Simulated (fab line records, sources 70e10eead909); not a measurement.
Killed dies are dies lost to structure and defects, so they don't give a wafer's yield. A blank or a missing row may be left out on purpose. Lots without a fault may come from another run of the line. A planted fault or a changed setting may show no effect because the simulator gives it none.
Chamber matching | flow nand_harc | NHARC_P_GATE_DESCUM_61 on rie_diel-08: 4 sister chambers
The step chemistry O2, time 3 s. 16 wafers are shown with their chamber, then 8 later ones without.

WAFERS WITH THEIR CHAMBER
wafer  | chamber | drypump_motor_current_A (A) | oes_product_au (a.u.) | rf_vpp_V (V)
L348.2 | 3       | 5.2                         | 0.996                 | 58.8
L348.3 | 2       | 6.1                         | 1.024                 | 57.1
L348.5 | 3       | 5.2                         | 1.002                 | 57.7
L350.4 | 0       | 5.5                         | 1.010                 | 58.6
L350.5 | 3       | 5.2                         | 1.001                 | 58.0
L350.6 | 0       | 5.6                         | 1.005                 | 57.1
L356.3 | 3       | 5.2                         | 1.000                 | 54.9
L356.5 | 1       | 6.6                         | 1.000                 | 57.8
L356.6 | 0       | 5.6                         | 1.016                 | 57.8
L355.2 | 1       | 6.5                         | 1.007                 | 58.4
L355.4 | 3       | 5.2                         | 1.004                 | 56.6
L355.5 | 0       | 5.5                         | 1.027                 | 59.4
L359.2 | 1       | 6.6                         | 1.008                 | 57.6
L359.3 | 2       | 6.1                         | 0.995                 | 57.9
L359.4 | 0       | 5.6                         | 1.018                 | 58.5
L361.1 | 2       | 6.0                         | 1.007                 | 57.0

SIGNATURES (means of the wafers above)
reading                 | chamber 0 | chamber 1 | chamber 2 | chamber 3 | scatter within a chamber
drypump_motor_current_A | 5.560     | 6.567     | 6.067     | 5.200     | 0.0459
oes_product_au          | 1.01520   | 1.00500   | 1.00867   | 1.00060   | 0.00805
rf_vpp_V                | 58.280    | 57.933    | 57.333    | 57.200    | 1.04
Rule: a wafer's distance from a chamber is the root of the sum, over the readings, of the square of ((its reading less the chamber's mean) divided by the reading's scatter). The wafer belongs to the nearest chamber; if the next one is less than 2 further off, it can't be placed. The scatter: the root of (the sum of the squares of (reading less its chamber's mean) over the shown wafers, divided by (wafers less chambers)).

WAFERS WITHOUT THEIR CHAMBER
wafer  | drypump_motor_current_A (A) | oes_product_au (a.u.) | rf_vpp_V (V)
L361.4 | 6.6                         | 0.998                 | 57.2
L361.5 | 5.6                         | 1.026                 | 58.0
L365.1 | 6.6                         | 1.002                 | 58.2
L365.3 | 5.5                         | 1.021                 | 58.1
L365.4 | 6.0                         | 1.000                 | 58.3
L371.3 | 6.6                         | 1.000                 | 57.0
L371.5 | 5.2                         | 0.985                 | 56.6
L371.6 | 5.6                         | 1.014                 | 57.7

WHICH CHAMBER EACH WENT THROUGH
wafer  | from the rows above | in truth
L361.4 | 1                   | 1
L361.5 | 0                   | 0
L365.1 | 1                   | 1
L365.3 | 0                   | 0
L365.4 | 2                   | 2
L371.3 | 1                   | 1
L371.5 | 3                   | 3
L371.6 | 0                   | 0
Placed correctly: 8 of 8. Can't be placed from these rows: 0. Placed wrongly: 0.
